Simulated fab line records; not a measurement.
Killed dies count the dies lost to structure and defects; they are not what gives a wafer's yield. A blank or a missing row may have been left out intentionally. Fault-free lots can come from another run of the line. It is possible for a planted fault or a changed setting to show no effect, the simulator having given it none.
What tool caused it? -- flow n5_finfet -- at 1 step of a route of 1938, 24 lots with 72 wafers sampled

## WHAT THE GAUGES READ, wafer by wafer
N5_DUMMY_GATE_INSPECT_17: inspects for defects (brightfield).
lot,measured,on,raw_defect_count
L074,day 2 22:22,defect_inspect-01,195 150 228
L075,day 3 03:18,defect_inspect-01,143 147 163
L076,day 3 10:53,defect_inspect-01,133 217 254
L077,day 3 16:56,defect_inspect-02,257 290 289
L078,day 3 22:41,defect_inspect-01,222 178 222
L079,day 4 05:20,defect_inspect-02,158 158 119
L080,day 4 09:49,defect_inspect-02,209 196 113
L081,day 4 16:14,defect_inspect-02,204 174 263
L082,day 4 21:34,defect_inspect-02,172 267 226
L083,day 5 04:22,defect_inspect-02,238 254 166
L084,day 5 17:03,defect_inspect-02,230 216 233
L085,day 5 17:28,defect_inspect-02,179 116 136
L086,day 6 04:53,defect_inspect-02,171 146 129
L087,day 6 04:55,defect_inspect-01,124 224 229
L088,day 6 12:39,defect_inspect-02,182 222 146
L089,day 6 16:54,defect_inspect-01,213 146 177
L090,day 6 22:07,defect_inspect-01,169 129 189
L091,day 7 04:13,defect_inspect-01,159 185 148
L092,day 7 14:26,defect_inspect-02,169 147 204
L093,day 7 15:29,defect_inspect-02,244 260 246
L094,day 7 23:17,defect_inspect-01,158 109 105
L095,day 8 06:14,defect_inspect-02,237 155 234
L096,day 8 10:07,defect_inspect-02,237 152 237
L097,day 8 17:16,defect_inspect-02,249 230 181

## EACH LOT AND THE TOOL THAT RAN IT (in order: tool; ch and the chambers of the sampled wafers; start)
The record holds no process step before these readings.

## WHAT THE TOOLS THEMSELVES READ (means of the sampled wafers that have a number; where no wafer has one, the mark that the record gives instead)
The record holds no such reading with a usual standard deviation.

## THE ANSWER, worked out from the rows above alone
Rule: the usual values come from the lots themselves. Put in order of their means at a reading, lots are off if they are a third of the lots or fewer, leave a main group of 4 or more, and stand apart from it by a gap of 3 or more times the standard deviation of the main group's means; of several such gaps the widest counts. Not used: any main group whose means are identical at the precision the tables above print for the reading. Also off: a lot with no number at a reading for which 4 or more lots have one. Where the step has rows for the other lots, those lots are counted as sound. The gauges are gone through in route order, then the tools' own readings, and for those a lot's mean is taken as printed above. The first step at which some lot is off is used, and at that step the reading that is off furthest; a lot without a number counts as furthest.
None of the lots is off at any reading shown; this tells nothing.

## WHAT WAS PUT IN BY THE SIMULATOR
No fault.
